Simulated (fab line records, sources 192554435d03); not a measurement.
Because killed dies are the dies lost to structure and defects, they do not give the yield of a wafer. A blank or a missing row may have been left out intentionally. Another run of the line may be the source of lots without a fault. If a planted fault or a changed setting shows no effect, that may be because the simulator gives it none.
Problem report, 8D (eight disciplines) form, completed by code + flow n5 finfet + the parts of the form that need people (team, actions taken, sign-off) are left out

## 1. WHAT WENT WRONG
Wafers without a fault read 42.46, standard deviation 0.048; exposure dose mJ cm2 at N5_BEOL_M7_EXPOSE_25 reads a mean of 41.52 on 6 wafers belonging to 2 lots. Relative to the usual mean, that is a shift of -20 standard deviations.
The step: exposes mask V6, target cd 40 nm.
The first sign was on wafer L618.1 at day 13 14:17, on euv scanner-02. The record has a number at this step for 30 wafers belonging to 10 lots. Rule for "out", or "out of limits": more than 4 standard deviations from the usual mean. The other wafers with a number count as sound.

## 2. WHAT IT IS; WHAT IT IS NOT
| question                    | is                     | is not                                                              |
|-----------------------------|------------------------|---------------------------------------------------------------------|
| which readings at this step | exposure dose mJ cm2   | stage msd nm                                                        |
| which lots                  | L618, L619             | L600, L602, L603, L604, L606, L610, L611, L622                      |
| which wafers of those lots  | all that have a number | -                                                                   |
| read on which tools         | euv scanner-02         | euv scanner-01                                                      |
| when                        | from day 13 14:17      | up to then (21 sound wafers); but 3 sound wafers of L622 came after |

## 3. THE SUSPECTS, EACH WITH WHAT RULES IT OUT
Counting: a tool at a process step up to the reading stays a suspect if it ran every lot that is out and no sound lot after the first of them.
- euv scanner-02 at N5_BEOL_M7_EXPOSE_25 (exposes mask V6, target cd 40 nm): kept. It ran every lot that is out, first L618 (day 13 14:17), and no sound lot after that; its last sound lot up to then is L611 (day 12 05:47). On those wafers its own readings are out: exposure dose mJ cm2.
Left after counting: euv scanner-02 at N5_BEOL_M7_EXPOSE_25.

## 4. THE CAUSE (what the simulator had put in)
Process parameters drifting: euv scanner-02 at N5_BEOL_M7_EXPOSE_25, beginning at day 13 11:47. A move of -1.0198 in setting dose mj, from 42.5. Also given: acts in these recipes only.
This tool alone remained once counting was done.

## 5. THE CHAIN OF EFFECTS, in route order
Each row: a reading whose mean over the struck wafers that have a number lies more than 3 standard deviations from the usual. Scope: only readings with a usual standard deviation given in the record; hours: median across lots of the time from each lot's start at the first step in this table that gives one to its start at this step; sigmas: change in usual standard deviations.
| hours | step                 | reading              | usual | on struck wafers | change | sigmas |
|-------|----------------------|----------------------|-------|------------------|--------|--------|
| 0     | N5_BEOL_M7_EXPOSE_25 | exposure dose mJ cm2 | 42.46 | 41.52            | -0.94  | -20    |
The process steps in it:
- N5_BEOL_M7_EXPOSE_25: exposes mask V6, target cd 40 nm.
Later steps that measure or inspect, where all struck wafers having a row at the step show a number for every such reading and not one has moved that far: N5_BEOL_M7_INSPECT_30.

## 6. WHAT WOULD HAVE CAUGHT IT SOONER
The fault began at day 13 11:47; the first out-of-limits reading in this record came at day 13 14:17, 2 hours later.
